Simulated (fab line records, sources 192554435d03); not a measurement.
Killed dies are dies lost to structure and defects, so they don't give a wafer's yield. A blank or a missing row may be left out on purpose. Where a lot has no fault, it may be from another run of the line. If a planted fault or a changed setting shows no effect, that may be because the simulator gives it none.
A lot that was struck, set against a sound lot / flow n5Finfet / 15 out of 1938 route steps
Sound: these wafers, L265.2, L265.4, L265.5. Struck: wafer L275.5; the same lot's L275.2 was not struck, so it is left out; see the end for the cause.
Order at every step that has rows: each side's tool, ch and its chambers, its first start. Under that, the readings that differ: sound wafers / struck wafers / difference of the means / sigmas: that difference in standard deviations of wafers without a fault.
alike: readings with means less than 2 such deviations apart, plus words and numbers identical on both sides. not compared: withheld readings, readings lacking a value on some wafer, bounds such as >300 that could conceal the same value, and numbers that have no deviation in the record and whose values overlap.
A row with sigmas, a row that says differs or no value, or rows on one side alone: a step with any of these is where the two part. When numbers do not overlap yet have no deviation, they are printed without sigmas and do not part them. Lack of a reading on every wafer of one side parts them only where that side has two or more wafers.

first, 9 steps without rows for these wafers: N5_DUMMY_GATE_COAT_34 (time 60 s, resist thk 60 nm); N5_DUMMY_GATE_COAT_35 (time 60 s, resist thk 10 nm); N5_DUMMY_GATE_COAT_28 (time 60 s, resist thk 10 nm); N5_DUMMY_GATE_COAT_09 (resist thk 30 nm); N5_DUMMY_GATE_EBR_11; N5_DUMMY_GATE_SOFTBAKE_10 (time 60 s); N5_DUMMY_GATE_EXPOSE_12 (exposes mask GATE, target cd 25 nm); N5_DUMMY_GATE_PEB_13 (peb time 60 s); N5_DUMMY_GATE_DEVELOP_14 (develop time 30 s).
N5_DUMMY_GATE_CD_MEAS_15: target cd 25.8 nm.
  sound on cdSem-01 ch 0, day 4 19:17; struck on cdSem-03 ch 0, day 7 06:02
  alike: cdNm
N5_DUMMY_GATE_OVL_MEAS_16:
  sound on overlay-01 ch 0, day 4 19:20; struck on overlay-01 ch 0, day 7 06:05
  alike: GATE_OVL
N5_DUMMY_GATE_INSPECT_17: inspects for defects (brightfield).
  sound on defectInspect-02, day 4 19:23; struck on defectInspect-01, day 7 06:08
  alike: rawDefectCount
N5_DUMMY_GATE_DESCUM_20: chemistry O2, time 6.2 s.
  sound on rieDiel-01 ch 0,2, day 4 19:25; struck on rieDiel-02 ch 3, day 7 06:10
reading=oesProductAu (a.u.); sound=0.96 0.76 0.95; struck=0.68; difference=-0.21; sigmas=-2
reading=model.CAR-EUV_of_DUMMY_GATE_COAT_09.thkNm (nm); sound=26.4 26.6 26.6; struck=26; difference=-1; sigmas=
  alike: drypumpMotorCurrentA, rfVppV, showerheadPlenumPTorr, throttleValvePct
  not compared: rfHoursCounterH
N5_DUMMY_GATE_ETCH_29: etches underlayer in N2/H2, target depth 13 nm.
  sound on rieDiel-01 ch 0,2, day 4 19:29; struck on rieDiel-02 ch 3, day 7 06:14
reading=oesProductAu (a.u.); sound=0.97 0.75 0.96; struck=0.70; difference=-0.19; sigmas=-2
  alike: drypumpMotorCurrentA, rfVppV, showerheadPlenumPTorr, throttleValvePct
  not compared: rfHoursCounterH
-- here the record skips 5 days between the struck wafers' starts before and after, leaving off in module DUMMY_GATE and picking up in module BEOL_M4 (first step shown: number 1111 of the route) --
N5_BEOL_M4_RC_MEAS_101:
  sound on prober-02 ch 0, day 9 19:18; struck on prober-02 ch 0, day 12 04:22
reading=IOFF_P (nA/um); sound=0.20 0.28 0.20; struck=0.15; difference=-0.08; sigmas=-2
reading=VT_P (mV); sound=-249 -246 -250; struck=-258; difference=-10; sigmas=-3
  alike: DIBL_N, DIBL_P, IOFF_N, ION_N, ION_P, SS_N, SS_P, VT_N

WHERE THEY PART
Last at N5_BEOL_M4_RC_MEAS_101 as far as this record goes, first at N5_DUMMY_GATE_DESCUM_20.

WHY: what the simulator had put in
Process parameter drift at N5_DUMMY_GATE_DESCUM_20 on rieDiel-02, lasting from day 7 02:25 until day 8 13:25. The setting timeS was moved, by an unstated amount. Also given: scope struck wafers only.
